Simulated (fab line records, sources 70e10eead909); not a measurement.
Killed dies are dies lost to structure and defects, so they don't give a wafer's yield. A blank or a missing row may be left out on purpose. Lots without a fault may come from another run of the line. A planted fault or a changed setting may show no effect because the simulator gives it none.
Tool commonality check | flow nand_harc | 12 lots, 36 wafers sampled

WHY IT WAS OPENED
At NHARC_P_ZERO_WELL_CD_MEAS_52 the reading cd_nm is flagged on 1 of 12 lots. Wafers without a fault read 1999.5 nm, standard deviation 1.6.
Rule: a lot is flagged when every wafer of it that has a number lies more than 4 standard deviations from that mean, or none has a number. The other lots count as sound.

lot  | measured     | on        | cd_nm (nm), wafer by wafer | flag
L886 | day 2 11:54  | cd_sem-02 | 1998.9 1998.2 2000.9       |
L888 | day 3 07:47  | cd_sem-02 | 1998.8 1999.6 2002.8       |
L889 | day 3 17:52  | cd_sem-02 | 1999.0 2000.3 1998.7       |
L890 | day 4 04:16  | cd_sem-03 | 1997.8 2002.0 1999.8       |
L893 | day 5 09:46  | cd_sem-03 | 1981.3 1983.9 1983.1       | FLAGGED
L901 | day 8 17:39  | cd_sem-03 | 1998.2 2000.6 1999.5       |
L903 | day 9 13:40  | cd_sem-03 | 2003.1 1998.3 1998.6       |
L904 | day 10 00:10 | cd_sem-01 | 2000.6 1997.4 2000.6       |
L905 | day 10 09:53 | cd_sem-03 | 1999.7 1998.9 2000.7       |
L906 | day 10 19:36 | cd_sem-01 | 1999.3 1998.4 1999.1       |
L907 | day 11 05:38 | cd_sem-03 | 1999.6 2001.3 2001.3       |
L908 | day 11 15:41 | cd_sem-03 | 1996.9 2001.8 2000.3       |
The numbers of the flagged lots are 1982.8 nm on average: -16.7 nm against the usual, or -10 standard deviations.

WHICH TOOL RAN EACH LOT
The record holds 1 process step before the reading, out of a route of 1302 steps. In each cell: the tool, then ch and the chambers that the sampled wafers went through, then the start.
lot  | flag    | NHARC_P_ZERO_WELL_EXPOSE_49
L886 |         | krf_scanner-03 ch 0, day 2 11:46
L888 |         | krf_scanner-01 ch 0, day 3 07:38
L889 |         | krf_scanner-03 ch 0, day 3 17:43
L890 |         | krf_scanner-01 ch 0, day 4 04:07
L893 | FLAGGED | krf_scanner-01 ch 0, day 5 09:36
L901 |         | krf_scanner-01 ch 0, day 8 17:30
L903 |         | krf_scanner-01 ch 0, day 9 13:30
L904 |         | krf_scanner-01 ch 0, day 10 00:01
L905 |         | krf_scanner-04 ch 0, day 10 09:44
L906 |         | krf_scanner-01 ch 0, day 10 19:27
L907 |         | krf_scanner-01 ch 0, day 11 05:29
L908 |         | krf_scanner-04 ch 0, day 11 15:32
What these steps do:
- NHARC_P_ZERO_WELL_EXPOSE_49: exposes mask P HVPW, target cd 2000 nm.
- NHARC_P_ZERO_WELL_CD_MEAS_52: target cd 2000 nm.

FLAGGED OVER TOTAL, TOOL BY TOOL (the gauges that took the reading come last)
step                         | tool           | lots run | flagged | share of the flagged lots | sound lots run after its first flagged lot
NHARC_P_ZERO_WELL_EXPOSE_49  | krf_scanner-01 | 8        | 1       | all                       | 5 (L901,L903,L904,L906,L907)
NHARC_P_ZERO_WELL_EXPOSE_49  | krf_scanner-03 | 2        | 0       | none                      | -
NHARC_P_ZERO_WELL_EXPOSE_49  | krf_scanner-04 | 2        | 0       | none                      | -
NHARC_P_ZERO_WELL_CD_MEAS_52 | cd_sem-01      | 2        | 0       | none                      | -
NHARC_P_ZERO_WELL_CD_MEAS_52 | cd_sem-02      | 3        | 0       | none                      | -
NHARC_P_ZERO_WELL_CD_MEAS_52 | cd_sem-03      | 7        | 1       | all                       | 5 (L901,L903,L905,L907,L908)

WHAT THE TABLE ALLOWS
2 rows of the table ran every flagged lot: krf_scanner-01 at NHARC_P_ZERO_WELL_EXPOSE_49, cd_sem-03 at NHARC_P_ZERO_WELL_CD_MEAS_52.
- krf_scanner-01 at NHARC_P_ZERO_WELL_EXPOSE_49: 1 of its 8 lots flagged. Sound lots ran on it after the first flagged one (L901, L903, L904, L906, L907), which a lasting fault on the whole tool wouldn't allow.
- cd_sem-03 at NHARC_P_ZERO_WELL_CD_MEAS_52: 1 of its 7 lots flagged. Sound lots ran on it after the first flagged one (L901, L903, L905, L907, L908), which a lasting fault on the whole tool wouldn't allow.
No row of the table ran every flagged lot and no sound lot after the first.

WHAT THE SIMULATOR HAD PUT IN
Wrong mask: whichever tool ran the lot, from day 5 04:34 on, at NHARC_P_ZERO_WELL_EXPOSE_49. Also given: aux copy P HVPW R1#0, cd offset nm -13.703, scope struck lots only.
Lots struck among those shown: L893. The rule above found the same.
